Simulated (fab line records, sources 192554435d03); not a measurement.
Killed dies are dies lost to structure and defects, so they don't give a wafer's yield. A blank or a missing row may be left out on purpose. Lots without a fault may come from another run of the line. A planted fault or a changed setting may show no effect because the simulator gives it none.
A struck lot beside a sound one | flow n5_finfet | 39 steps out of a route of 1938
Sound: wafers L829.2, L829.3, L829.4. Struck: wafers L831.3, L831.5, L831.6. The cause comes at the end.
At each step with rows: each side's tool, then ch and its chambers, then its first start. Under that, the readings that differ: sound wafers | struck wafers | difference of the means | sigmas: that difference in standard deviations of wafers without a fault.
alike: readings whose means differ by less than 2 such deviations, and words and numbers that are the same on both sides. not compared: withheld readings, readings that some wafer has no value for, bounds like >300 that may hide the same value, and numbers for which the record gives no deviation and whose values overlap.
The two part at a step that has a row with sigmas, a row that says differs or no value, or rows on one side only. Numbers that don't overlap but have no deviation are shown without sigmas and don't part them. A reading that every wafer of one side lacks parts them only if that side has two wafers or more.

first, 9 steps without rows for these wafers: N5_BEOL_M4_ANNEAL_95 (time 240 s); N5_BEOL_M4_SPUTTER_96 (material Cu, target thk 4.5 nm, time 8.29 s); N5_BEOL_M4_ECD_50 (material Cu, target thk 300 nm); N5_BEOL_M4_ANNEAL_51 (time 90 s); N5_BEOL_M4_CMP_52 (polishes, stops on SiOC, t overpolish 6.8 s, target thk 40 nm); N5_BEOL_M4_PRE_CLEAN_60 (time 15 s); N5_BEOL_M4_CO_CAP_55 (material Co, precursor CCTBA/H2, target thk 2 nm, time 102.1 s); N5_BEOL_M4_PRE_CLEAN_56 (time 15 s); N5_BEOL_M4_DEP_57 (deposits SiCN from 3MS/NH3, target thk 8 nm, time 14 s).
N5_BEOL_M4_RC_MEAS_101:
  sound on prober-01 ch 0, day 9 20:53; struck on prober-02 ch 0, day 9 15:52
  alike: DIBL_N, DIBL_P, IOFF_N, IOFF_P, ION_N, ION_P, SS_N, SS_P, VT_N, VT_P
then, 24 steps without rows for these wafers: N5_BEOL_M5_ILD_DEP_00 (deposits SiCOH lowk from DEMS/porogen, target thk 140.64 nm, time 25.9 s); N5_BEOL_M5_CURE_79 (cures SiCOH lowk, time 240 s); N5_BEOL_M5_PECVD_70 (deposits SiO2 from TEOS/O2, target thk 16 nm, time 18 s); N5_BEOL_M5_HM_DEP_02 (deposits TiN, target thk 20 nm); N5_BEOL_M5_COAT_59 (time 60 s, resist thk 60 nm); N5_BEOL_M5_COAT_60 (time 60 s, resist thk 12 nm); N5_BEOL_M5_COAT_71 (time 60 s, resist thk 5 nm); N5_BEOL_M5_COAT_05 (resist thk 30 nm); N5_BEOL_M5_EBR_07; N5_BEOL_M5_SOFTBAKE_06 (time 60 s); N5_BEOL_M5_EXPOSE_08 (exposes mask M5, target cd 28 nm); N5_BEOL_M5_PEB_09 (peb time 60 s); N5_BEOL_M5_DEVELOP_10 (develop time 30 s); N5_BEOL_M5_DESCUM_16 (chemistry O2, time 7 s); N5_BEOL_M5_ETCH_72 (etches underlayer in N2/H2, target depth 6.5 nm, time 5.2 s); N5_BEOL_M5_ETCH_61 (etches SiARC in CF4, target depth 15.6 nm, time 26 s); N5_BEOL_M5_ETCH_62 (etches SOC in N2/H2, target depth 75 nm, overetch 15 nm, time 112.5 s); N5_BEOL_M5_STRIP_63 (strips in N2/H2); N5_BEOL_M5_STRIP_73 (strips in N2/H2); N5_BEOL_M5_STRIP_64 (strips in CF4); N5_BEOL_M5_HM_OPEN_17 (chemistry Cl2/BCl3, target TiN, target depth 20 nm, overetch 6 nm); N5_BEOL_M5_STRIP_19 (strips in O2); N5_BEOL_M5_COAT_65 (time 60 s, resist thk 60 nm); N5_BEOL_M5_COAT_66 (time 60 s, resist thk 12 nm).
-- the record jumps here: 4 days lie between the struck wafers' starts before and after (it left off in module BEOL_M5 and takes up again in module BEOL_M14, whose first step shown is number 1765 of the route) --
N5_BEOL_M14_ECD_47: material Cu, target thk 1248 nm.
  sound on ecd_cu-02 ch 0,1, day 13 16:08; struck on ecd_cu-01 ch 0,1, day 13 12:31
N5_BEOL_M14_CMP_49: polishes, stops on SiO2, t overpolish 5.2 s, target thk 560 nm.
  sound on cmp-02 ch 0,2,3, day 13 17:02; struck on cmp-02 ch 2,3, day 13 12:59
  reading                | sound       | struck | difference | sigmas
  time_to_endpoint_s (s) | 119 125 120 | 7 8 7  | -114       | -24
  alike: clearing_platen_rpm, motor_current_A
N5_BEOL_M14_THK_MEAS_50: measures by xrf.
  sound on film_metro-02, day 13 17:19; struck on film_metro-02, day 13 13:15
  reading      | sound       | struck | difference                    | sigmas
  M14_THK (nm) | 567 540 563 | - - -  | no value on the struck wafers |
N5_BEOL_M14_RS_MEAS_54: measures by four-point-probe.
  sound on film_metro-01, day 13 17:27; struck on film_metro-01, day 13 13:22
  reading         | sound                | struck               | difference | sigmas
  M14_RS (ohm/sq) | 0.0333 0.0351 0.0336 | 33.361 33.034 33.531 | +33.275    | +99 or more
N5_PASSIVATION_PROBE_49:
  sound on prober-02, day 14 12:52; struck on prober-01, day 14 10:44
  reading                  | sound          | struck         | difference | sigmas
  defect_limited_yield (%) | 88.9 90.8 91.4 | 0 0 0          | -90        | -65
  killed_at_M4_up          | 6 7 12         | 1081 1095 1113 | +1088      | +99 or more
  killed_at_front_end      | 62 43 33       | 24 20 20       | -25        | -2
  killed_dies              | 131 108 102    | 1180 1180 1180 | +1066      | +63
  killed_on_rim            | 22 16 13       | 152 152 152    | +135       | +35
  sort_bin_5_function (%)  | 6.0 5.8 4.0    | 96.2 96.6 97.3 | +91.4      | +96
  sort_n_pass              | 1049 1072 1078 | 0 0 0          | -1066      | -63
  sort_yield_pct (%)       | 88.9 90.8 91.4 | 0 0 0          | -90        | -60
  alike: killed_at_M0_to_M3, killed_at_contacts, killed_at_other, killed_open, killed_short, sort_bin_6_memory

WHERE THEY PART
First at N5_BEOL_M14_CMP_49; last, within this record, at N5_PASSIVATION_PROBE_49.

WHY: what the simulator had put in
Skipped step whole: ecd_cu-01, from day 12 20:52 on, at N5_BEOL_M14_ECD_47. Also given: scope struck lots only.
